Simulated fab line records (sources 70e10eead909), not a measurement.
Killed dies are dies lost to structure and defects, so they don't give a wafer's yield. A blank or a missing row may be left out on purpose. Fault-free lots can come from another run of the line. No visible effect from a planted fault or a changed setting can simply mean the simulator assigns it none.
8D (eight disciplines) problem report, filled in by code -- flow nand_harc -- the parts of the form that need people (team, actions taken, sign-off) are left out

## 1. WHAT WENT WRONG
Mean of run_length_s at NHARC_A_CONTACT_ETCH_92: 78.5 s over 2 wafers from 1 lot, against 106.9 s (standard deviation 0.38) on wafers with no fault. That puts it -75 standard deviations away from the usual mean.
The step: etches the open film in CH3F/O2, target depth 40 nm, time 85.7 s.
Earliest sighting: wafer L872.4 on rie_diel-12 at day 20 19:37. The record holds 33 wafers of 11 lots with a number at this step. By rule, "out" or "out of limits" means more than 4 standard deviations away from the usual mean. The other wafers with a number count as sound.

## 2. WHAT IT IS, AND WHAT IT ISN'T
question,is,is not
which readings at this step,run_length_s,"drypump_motor_current_A, oes_product_au, rf_vpp_V, showerhead_plenum_p_Torr, throttle_valve_pct"
which lots,L872,"L858, L862, L864, L865, L866, L867, L870, L871, L874, L880"
which wafers of those lots,"L872.2, L872.4",L872.1
read on which tools,rie_diel-12,"rie_diel-10, rie_diel-13"
when,from day 20 19:37,"up to then (25 sound wafers); but 6 sound wafers of L874, L880 came after"

## 3. SUSPECTS, AND WHAT RULES EACH OUT
Counting: any tool at a process step up to the reading remains a suspect provided it ran every lot that is out. Sound lots after the first of them don't rule it out here, since some wafers of a struck lot are sound.
- rie_diel-12 at NHARC_A_CONTACT_DESCUM_13 (chemistry O2, time 3 s): kept. It ran the lot that is out, L872 (day 20 17:30); its last sound lot up to then is L871 (day 19 23:54).
- har_cap_etch-02 at NHARC_A_CONTACT_ETCH_136 (etches the open film in C4F8/O2/Ar, time 132 s, target depth 1287 nm): kept. It ran the lot that is out, L872 (day 20 18:50).
- rie_diel-12 at NHARC_A_CONTACT_ETCH_92 (etches the open film in CH3F/O2, target depth 40 nm, time 85.7 s): kept. It ran the lot that is out, L872 (day 20 19:37); its last sound lot up to then is L871 (day 20 02:31). On those wafers its own readings are out: run_length_s.
- Within rie_diel-12 at NHARC_A_CONTACT_DESCUM_13: the wafers that are out ran in chambers 0, 3; their sound lot-mates ran in chamber 1.
- Within har_cap_etch-02 at NHARC_A_CONTACT_ETCH_136, the wafers that are out were processed in chamber 1 and their sound lot-mates in chamber 0.
- Within rie_diel-12 at NHARC_A_CONTACT_ETCH_92: the wafers that are out ran in chambers 2, 3; their sound lot-mates ran in chamber 1.
The count leaves rie_diel-12 at NHARC_A_CONTACT_DESCUM_13, har_cap_etch-02 at NHARC_A_CONTACT_ETCH_136, and rie_diel-12 at NHARC_A_CONTACT_ETCH_92.

## 4. THE CAUSE (what the simulator had put in)
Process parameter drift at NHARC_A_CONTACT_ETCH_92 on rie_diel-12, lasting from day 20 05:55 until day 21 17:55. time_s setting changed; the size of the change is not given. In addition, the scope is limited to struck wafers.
This tool is one of the 3 suspects left after counting.

## 5. SEQUENCE OF EFFECTS, ordered by route
Each row: a reading whose mean over the struck wafers that have a number lies more than 3 standard deviations from the usual. Only readings whose record carries a usual standard deviation are examined. hours: median over the lots of the time between each lot's start at the first step of this table that gives one and its start at this step. sigmas: the change, counted in usual standard deviations.
hours,step,reading,usual,on struck wafers,change,sigmas
0,NHARC_A_CONTACT_ETCH_92,run_length_s,106.9 s,78.5,-28.4,-75
Here are the process steps it includes:
- NHARC_A_CONTACT_ETCH_92: etches the open film in CH3F/O2, target depth 40 nm, time 85.7 s.
At these later measuring or inspecting steps, every struck wafer for which the step has a row has a number for every such reading, and none has moved that far: NHARC_END_SORT_01.

## 6. HOW IT WOULD HAVE BEEN CAUGHT EARLIER
14 hours passed between the start of the fault at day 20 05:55 and the first reading out of limits in this record, taken at day 20 19:37.
